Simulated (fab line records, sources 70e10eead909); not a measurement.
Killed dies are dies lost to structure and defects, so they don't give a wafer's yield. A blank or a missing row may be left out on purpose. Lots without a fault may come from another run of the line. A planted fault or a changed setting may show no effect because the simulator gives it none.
Chamber matching | flow nand_harc | NHARC_P_M1_DESCUM_14 on rie_diel-10: 4 sister chambers
The step chemistry O2, time 3 s. 8 wafers are shown with their chamber, then 9 later ones without.

WAFERS WITH THEIR CHAMBER
wafer  | chamber | drypump_motor_current_A (A) | oes_product_au (a.u.)
L089.2 | 2       | 4.8                         | 0.972
L089.6 | 0       | 6.6                         | 1.001
L090.1 | 1       | 5.3                         | 0.994
L090.3 | 0       | 6.6                         | 1.006
L090.5 | 3       | 5.2                         | 0.998
L092.1 | 2       | 4.8                         | 0.981
L092.2 | 1       | 5.3                         | 1.007
L092.4 | 3       | 5.1                         | 0.989

WAFERS WITHOUT THEIR CHAMBER
wafer  | drypump_motor_current_A (A) | oes_product_au (a.u.)
L093.1 | 5.3                         | 1.000
L093.5 | 4.8                         | 0.991
L093.6 | 5.1                         | 0.993
L097.2 | 4.7                         | 0.995
L097.3 | 6.6                         | 1.012
L097.5 | 6.6                         | 1.003
L096.3 | 5.1                         | 1.000
L096.4 | 4.8                         | 0.982
L096.6 | 6.5                         | 0.997

WHICH CHAMBER EACH WENT THROUGH
wafer  | from the rows above | in truth
L093.1 | 1                   | 1
L093.5 | 2                   | 2
L093.6 | 3                   | 3
L097.2 | 2                   | 2
L097.3 | 0                   | 0
L097.5 | 0                   | 0
L096.3 | 3                   | 3
L096.4 | 2                   | 2
L096.6 | 0                   | 0
Placed correctly: 9 of 9. Can't be placed from these rows: 0. Placed wrongly: 0.
How it was worked out, from the rows above alone: a wafer's distance from a chamber is the root of the sum, over the readings, of the square of ((its reading less the chamber's mean) divided by the reading's scatter). The wafer belongs to the nearest chamber; if the next one is less than 2 further off, it can't be placed. A chamber's mean is the mean of its shown wafers. The scatter: the root of (the sum of the squares of (reading less its chamber's mean) over the shown wafers, divided by (wafers less chambers)).
